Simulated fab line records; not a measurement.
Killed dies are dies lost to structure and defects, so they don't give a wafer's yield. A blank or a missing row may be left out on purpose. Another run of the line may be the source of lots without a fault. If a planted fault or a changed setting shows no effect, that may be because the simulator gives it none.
Split-lot experiment + flow n5-finfet + 21 wafers read from 7 lots, route of 1938 steps

ON THE SPLIT
At N5_PASSIVATION_ETCH_54 (etches SiO2 in CHF3/O2, target depth 880 nm, time 440 s), the setting source-w was moved away from the recipe's 650 W on 9 of the 21 wafers read, by -16.2% to +17.2%. For the rest of the wafers, this setting stayed at what the recipe calls for.

The reading is taken at the split's own step.

THE READING
rf-vpp-V, in V, at N5_PASSIVATION_ETCH_54 (etches SiO2 in CHF3/O2, target depth 880 nm, time 440 s). On this fab line, fault-free wafers typically give 530 V with a standard deviation of 8.7 V.

| wafer  | tool, chamber at the split | source-w as run, W | against the recipe | rf-vpp-V, V | against lot-mates on the recipe |
|--------|----------------------------|--------------------|--------------------|-------------|---------------------------------|
| L074.2 | rie-diel-02, 3             | 650                | recipe             | 524         | -                               |
| L074.3 | rie-diel-02, 1             | 650                | recipe             | 532         | -                               |
| L074.5 | rie-diel-02, 3             | 650                | recipe             | 523         | -                               |
| L076.3 | rie-diel-02, 3             | 602.8              | -7.3%              | 545         | +14                             |
| L076.4 | rie-diel-02, 1             | 602.8              | -7.3%              | 551         | +20                             |
| L076.6 | rie-diel-02, 1             | 650                | recipe             | 531         | -                               |
| L082.1 | rie-diel-02, 2             | 650                | recipe             | 535         | -                               |
| L082.2 | rie-diel-02, 0             | 650                | recipe             | 540         | -                               |
| L082.5 | rie-diel-02, 1             | 650                | recipe             | 533         | -                               |
| L080.2 | rie-diel-03, 3             | 650                | recipe             | 544         | -                               |
| L080.4 | rie-diel-03, 2             | 761.6              | +17.2%             | 500         | -44                             |
| L080.6 | rie-diel-03, 2             | 761.6              | +17.2%             | 500         | -44                             |
| L083.2 | rie-diel-04, 1             | 580.8              | -10.6%             | 548         | +19                             |
| L083.4 | rie-diel-04, 0             | 650                | recipe             | 529         | -                               |
| L083.6 | rie-diel-04, 0             | 580.8              | -10.6%             | 558         | +29                             |
| L089.3 | rie-diel-02, 3             | 604.7              | -7.0%              | 542         | +5                              |
| L089.4 | rie-diel-02, 0             | 650                | recipe             | 537         | -                               |
| L089.5 | rie-diel-02, 3             | 604.7              | -7.0%              | 541         | +4                              |
| L087.2 | rie-diel-04, 0             | 544.5              | -16.2%             | 578         | +52                             |
| L087.4 | rie-diel-04, 3             | 650                | recipe             | 514         | -                               |
| L087.6 | rie-diel-04, 2             | 650                | recipe             | 539         | -                               |

THE FIT
A straight line over all 21 wafers: rf-vpp-V changes by -2.06 V for each +1% of source-w; r = -0.91; the points scatter about the line by 7.5 V.
The same after taking each lot's own level away (the mean of its wafers on the recipe; 21 wafers): -2.5 V for each +1%; r = -0.95; scatter 6.9 V.
Per that fit: largest source-w move, reading shift of 43 V.
From 526.3 to 544.0 V: that is the span of the lots' own levels, equal to 2.0 times the standard deviation above.
In other words, the slope is changed by the lot-to-lot level; the two fits disagree.
Check: -44.1 V against its lot-mates is what the line predicts for one of the wafers moved furthest among these (+17.2%) when that wafer is left out of the fit. Against them it came out at -44 V.
Tool readings at the split's step, against how far the setting was moved: rf-vpp-V r = -0.91.

OTHER SPLITS ON THESE WAFERS
Before the reading, these wafers also passed through other splits. Each is held against what the fit with the lots' levels taken away leaves over:
| other split on the same wafers | wafers away from the commonest value | r with rf-vpp-V (lot level and that fit taken away) |
|--------------------------------|--------------------------------------|-----------------------------------------------------|
| N5_BEOL_M14_ILD_DEP_00 time-s  | 9                                    | +0.24                                               |
| N5_BEOL_M15_ILD_DEP_00 time-s  | 8                                    | -0.05                                               |
| N5_BEOL_M15_EXPOSE_07 dose-mj  | 2                                    | -0.21                                               |
| N5_MIM_BOT_SPUTTER_00 time-s   | 8                                    | -0.48                                               |

THE FILE'S OWN FIT
rf-vpp-V changes by -2.58 V for each +1% of source-w, r = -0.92.
